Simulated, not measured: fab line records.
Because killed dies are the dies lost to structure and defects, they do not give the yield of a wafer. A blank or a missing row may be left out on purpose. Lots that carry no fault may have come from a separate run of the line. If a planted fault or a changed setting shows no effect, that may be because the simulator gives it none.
A struck lot beside a sound one + flow nand harc + 15 out of 1159 route steps
Sound: the wafers L817.1, L817.3, L817.6. Struck: wafer L835.6 (L835.2, L835.4, from the same lot, were not struck and are left out); the cause is given at the end.
Per side, at each step with rows, come the tool, then ch with its chambers, and then its first start. Under that, the readings that differ: sound wafers + struck wafers + difference of the means + sigmas: that difference in standard deviations of wafers without a fault.
alike: words and numbers the same on both sides, and readings whose means are apart by under 2 such deviations; not compared: readings that were withheld, readings missing a value for some wafer, numbers with overlapping values and no deviation given by the record, and bounds like >300 which may hide the same value.
The two part at a step that has a row with sigmas, a row that says differs or no value, or rows on one side only. When numbers do not overlap yet have no deviation, they are printed without sigmas and do not part them. Lack of a reading on every wafer of one side parts them only where that side has two or more wafers.

first, 9 steps without rows for these wafers: NHARC_P_BONDPAD_DEHYDRATE_01 (time 120 s); NHARC_P_BONDPAD_HMDS_02 (time 30 s); NHARC_P_BONDPAD_COAT_36 (time 65 s); NHARC_P_BONDPAD_COAT_03 (resist thk 600 nm); NHARC_P_BONDPAD_SOFTBAKE_04 (time 70 s); NHARC_P_BONDPAD_EBR_05; NHARC_P_BONDPAD_EXPOSE_06 (exposes mask P BPAD); NHARC_P_BONDPAD_PEB_07 (peb time 80 s); NHARC_P_BONDPAD_DEVELOP_08 (time 50 s).
NHARC_P_BONDPAD_CD_MEAS_09: target cd 500 nm.
  sound on cd sem-02 ch 0, day 7 08:26; struck on cd sem-02 ch 0, day 11 20:14
  alike: cd nm
NHARC_P_BONDPAD_OVL_MEAS_38:
  sound on overlay-01, day 7 08:31; struck on overlay-02, day 11 20:19
| reading           | sound    | struck | difference | sigmas |
|-------------------|----------|--------|------------|--------|
| overlay x nm (nm) | -6 -6 -7 | 12     | +18        | +3     |
  alike: overlay y nm
then, 1 step without rows for these wafers: NHARC_P_BONDPAD_HARDBAKE_10 (time 65 s).
NHARC_P_BONDPAD_DESCUM_11: chemistry O2, time 3 s.
  sound on rie diel-04 ch 1,2,3, day 7 08:39; struck on rie diel-04 ch 2, day 11 20:29
| reading          | sound             | struck | difference | sigmas |
|------------------|-------------------|--------|------------|--------|
| run length s (s) | 23.80 23.97 24.06 | 25.10  | +1.16      | +4     |
  alike: drypump motor current A, oes product au, rf vpp V, showerhead plenum p Torr, throttle valve pct
  not compared: rf hours counter h
NHARC_P_BONDPAD_ETCH_37: etches the open film in N2/H2, target depth 60 nm, overetch 18 nm, time 65.91 s.
  sound on rie diel-04 ch 1,2,3, day 7 08:44; struck on rie diel-04 ch 2, day 11 20:41
| reading               | sound             | struck | difference | sigmas |
|-----------------------|-------------------|--------|------------|--------|
| oes product au (a.u.) | 1.015 0.979 0.988 | 1.024  | +0.030     | +3     |
  alike: drypump motor current A, rf vpp V, showerhead plenum p Torr, throttle valve pct
  not compared: rf hours counter h
-- jump in the record: it breaks off in module P_BONDPAD and resumes in module END (first step shown: number 1159 of the route), and 13 days separate the struck wafers' starts before and after --
NHARC_END_SORT_01:
  sound on prober-01 ch 0, day 20 00:17; struck on prober-01 ch 0, day 24 22:53
| reading                  | sound          | struck | difference | sigmas |
|--------------------------|----------------|--------|------------|--------|
| defect limited yield (%) | 98.7 98.8 98.4 | 94.8   | -3.8       | -2     |
| killed at array          | 9 5 10         | 35     | +27        | +2     |
| killed dies              | 9 8 11         | 35     | +26        | +2     |
| killed open              | 3 4 4          | 0      | -4         | -2     |
| sort_bin_2_pct (%)       | 0.7 0.3 0.1    | 1.9    | +1.5       | +2     |
| sort n pass              | 668 669 666    | 642    | -26        | -2     |
| sort yield pct (%)       | 98.7 98.8 98.4 | 94.8   | -3.8       | -2     |
  alike: killed at other, killed at periphery, killed short, sort_bin_3_pct, sort_bin_4_pct, sort rim yield pct

== WHERE THEY PART ==
At NHARC_P_BONDPAD_OVL_MEAS_38 first; at NHARC_END_SORT_01 last (within this record only).

WHY: what had been put in by the simulator
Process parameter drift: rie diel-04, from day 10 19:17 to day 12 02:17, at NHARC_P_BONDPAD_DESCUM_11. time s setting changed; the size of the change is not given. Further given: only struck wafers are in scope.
